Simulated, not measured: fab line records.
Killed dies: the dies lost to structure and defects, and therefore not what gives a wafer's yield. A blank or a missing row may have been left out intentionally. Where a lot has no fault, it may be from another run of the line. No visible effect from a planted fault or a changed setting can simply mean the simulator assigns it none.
Lot-split experiment / flow n5Finfet / on a route of 1938 steps: 7 lots, 21 wafers read

ON THE SPLIT
At N5_BEOL_M0_SAQP_SPACER2_ALD_26 (deposits SiO2, target thk 15 nm, pulse time 1 s, purge time 2 s), the setting targetThkA was moved away from the recipe's 150 angstrom on 6 of the 21 wafers read, by -6.9% to +9.1%. The other wafers ran this setting at the recipe's value.

FROM THE SPLIT TO THE READING: what the file shows between them, 2 steps
- N5_BEOL_M0_SAQP_SPACER2_ETCHBACK_27: etches SiO2 in CHF3/O2, target depth 22.5 nm, time 11.25 s
- N5_BEOL_M0_SAQP_MANDREL2_REMOVE_110: chemistry HBr/Cl2/O2, target a-Si, stops on SiCN, bt time 10 s

THE READING
cdNm at N5_BEOL_M0_SAQP_CD_MEAS_29, given in nm (cd target 14.4 nm). On this fab line, fault-free wafers typically give 14.99 nm with a standard deviation of 0.21 nm.

wafer=L076.1; tool, chamber at the split=aldSin-03, 3; targetThkA as run, angstrom=150; against the recipe=recipe; cdNm, nm=15.07; against lot-mates on the recipe=-
wafer=L076.3; tool, chamber at the split=aldSin-03, 1,2; targetThkA as run, angstrom=150; against the recipe=recipe; cdNm, nm=14.73; against lot-mates on the recipe=-
wafer=L076.5; tool, chamber at the split=aldSin-03, 1,2; targetThkA as run, angstrom=150; against the recipe=recipe; cdNm, nm=14.91; against lot-mates on the recipe=-
wafer=L077.1; tool, chamber at the split=aldSin-01, 2,3,0; targetThkA as run, angstrom=150; against the recipe=recipe; cdNm, nm=15.30; against lot-mates on the recipe=-
wafer=L077.2; tool, chamber at the split=aldSin-01, 2,3,0; targetThkA as run, angstrom=150; against the recipe=recipe; cdNm, nm=14.83; against lot-mates on the recipe=-
wafer=L077.4; tool, chamber at the split=aldSin-01, 2,3,0; targetThkA as run, angstrom=150; against the recipe=recipe; cdNm, nm=15.04; against lot-mates on the recipe=-
wafer=L081.2; tool, chamber at the split=aldSin-01, 3,0,1; targetThkA as run, angstrom=163.7; against the recipe=+9.1%; cdNm, nm=16.30; against lot-mates on the recipe=no lot-mate on the recipe
wafer=L081.3; tool, chamber at the split=aldSin-01, 3,0,1; targetThkA as run, angstrom=163.7; against the recipe=+9.1%; cdNm, nm=16.25; against lot-mates on the recipe=no lot-mate on the recipe
wafer=L081.5; tool, chamber at the split=aldSin-01, 3,0,1; targetThkA as run, angstrom=163.7; against the recipe=+9.1%; cdNm, nm=16.23; against lot-mates on the recipe=no lot-mate on the recipe
wafer=L086.4; tool, chamber at the split=aldSin-01, 0,3,2; targetThkA as run, angstrom=150; against the recipe=recipe; cdNm, nm=14.74; against lot-mates on the recipe=-
wafer=L086.5; tool, chamber at the split=aldSin-01, 0,3,2; targetThkA as run, angstrom=150; against the recipe=recipe; cdNm, nm=15.09; against lot-mates on the recipe=-
wafer=L086.6; tool, chamber at the split=aldSin-01, 0,3,2; targetThkA as run, angstrom=150; against the recipe=recipe; cdNm, nm=14.88; against lot-mates on the recipe=-
wafer=L092.1; tool, chamber at the split=aldSin-04, 0; targetThkA as run, angstrom=139.7; against the recipe=-6.9%; cdNm, nm=14.10; against lot-mates on the recipe=-0.78
wafer=L092.3; tool, chamber at the split=aldSin-04, 2,0; targetThkA as run, angstrom=150; against the recipe=recipe; cdNm, nm=15.14; against lot-mates on the recipe=-
wafer=L092.6; tool, chamber at the split=aldSin-04, 2,0; targetThkA as run, angstrom=150; against the recipe=recipe; cdNm, nm=14.61; against lot-mates on the recipe=-
wafer=L094.1; tool, chamber at the split=aldSin-01, 0,0,1; targetThkA as run, angstrom=150; against the recipe=recipe; cdNm, nm=14.86; against lot-mates on the recipe=-
wafer=L094.5; tool, chamber at the split=aldSin-01, 0,0,1; targetThkA as run, angstrom=150; against the recipe=recipe; cdNm, nm=14.56; against lot-mates on the recipe=-
wafer=L094.6; tool, chamber at the split=aldSin-01, 0,0,1; targetThkA as run, angstrom=150; against the recipe=recipe; cdNm, nm=15.15; against lot-mates on the recipe=-
wafer=L096.1; tool, chamber at the split=aldSin-03, 1; targetThkA as run, angstrom=150; against the recipe=recipe; cdNm, nm=14.81; against lot-mates on the recipe=-
wafer=L096.5; tool, chamber at the split=aldSin-03, 0,1; targetThkA as run, angstrom=163.2; against the recipe=+8.8%; cdNm, nm=16.24; against lot-mates on the recipe=+1.43
wafer=L096.6; tool, chamber at the split=aldSin-03, 0,1; targetThkA as run, angstrom=163.2; against the recipe=+8.8%; cdNm, nm=16.26; against lot-mates on the recipe=+1.45
When a row names more than one chamber, that row covers several wafers, and the file does not tell which wafer ran in which chamber.

FIT RESULTS
A straight line over all 21 wafers: cdNm changes by +0.144 nm for each +1% of targetThkA; r = +0.96; the points scatter about the line by 0.19 nm.
The same after taking each lot's own level away (the mean of its wafers on the recipe; 18 wafers): +0.15 nm for each +1%; r = +0.94; scatter 0.2 nm.
Per that fit: largest targetThkA move, reading shift of 1.4 nm.
Across the lots, their own levels run from 14.810 to 15.057 nm, a range of 1.2 times the standard deviation given above.
Consequently the slope shifts little with the lot-to-lot level, the two slopes agreeing.
Check: +1.3 nm against its lot-mates is what the line predicts for one of the wafers moved furthest among these (+8.8%) when that wafer is left out of the fit. It came out at +1.43 nm against them.

THESE WAFERS: OTHER SPLITS
These wafers also went through other splits before the reading. Each is held against what the fit with the lots' levels taken away leaves over:
other split on the same wafers=N5_SDB_COAT_04 spinRpm; wafers away from the commonest value=8; r with cdNm (lot level and that fit taken away)=-0.28
other split on the same wafers=N5_HKMG_FIN_COAT_06 spinRpm; wafers away from the commonest value=6; r with cdNm (lot level and that fit taken away)=+0.05
other split on the same wafers=N5_HKMG_FIN_PEB_10 pebTimeS; wafers away from the commonest value=8; r with cdNm (lot level and that fit taken away)=+0.16
other split on the same wafers=N5_GATE_CUT_CUT_ETCH_53 icpW; wafers away from the commonest value=8; r with cdNm (lot level and that fit taken away)=+0.16
other split on the same wafers=N5_MOL_CONTACT_COAG_COAT_76 spinRpm; wafers away from the commonest value=8; r with cdNm (lot level and that fit taken away)=+0.29
other split on the same wafers=N5_MOL_CONTACT_COAG_ALD_133 aldCycles; wafers away from the commonest value=6; r with cdNm (lot level and that fit taken away)=-0.29

THE WHOLE CHAIN: every reading that the file lists as answering this split, in the file's order
step=N5_BEOL_M0_SAQP_SPACER2_ALD_26; what it does=deposits SiO2, target thk 15 nm, pulse time 1 s, purge time 2 s; reading=SiO2_of_BEOL_M0_SAQP_SPACER2_ALD_26.thkNm (the simulator's own value, which no gauge read); change (the file's fit)=+0.14 nm for each +1% of the setting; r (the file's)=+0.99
step=N5_BEOL_M0_SAQP_MANDREL2_REMOVE_110; what it does=chemistry HBr/Cl2/O2, target a-Si, stops on SiCN, bt time 10 s; reading=BEOL_M0_SAQP.cdNm (the simulator's own value, which no gauge read); change (the file's fit)=+0.174 nm for each +1% of the setting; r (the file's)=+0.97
step=N5_BEOL_M0_SAQP_CD_MEAS_29; what it does=target cd 14.4 nm; reading=cdNm; change (the file's fit)=+0.145 nm for each +1% of the setting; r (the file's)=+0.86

FILE'S OWN FIT
cdNm changes by +0.145 nm for each +1% of targetThkA, r = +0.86.
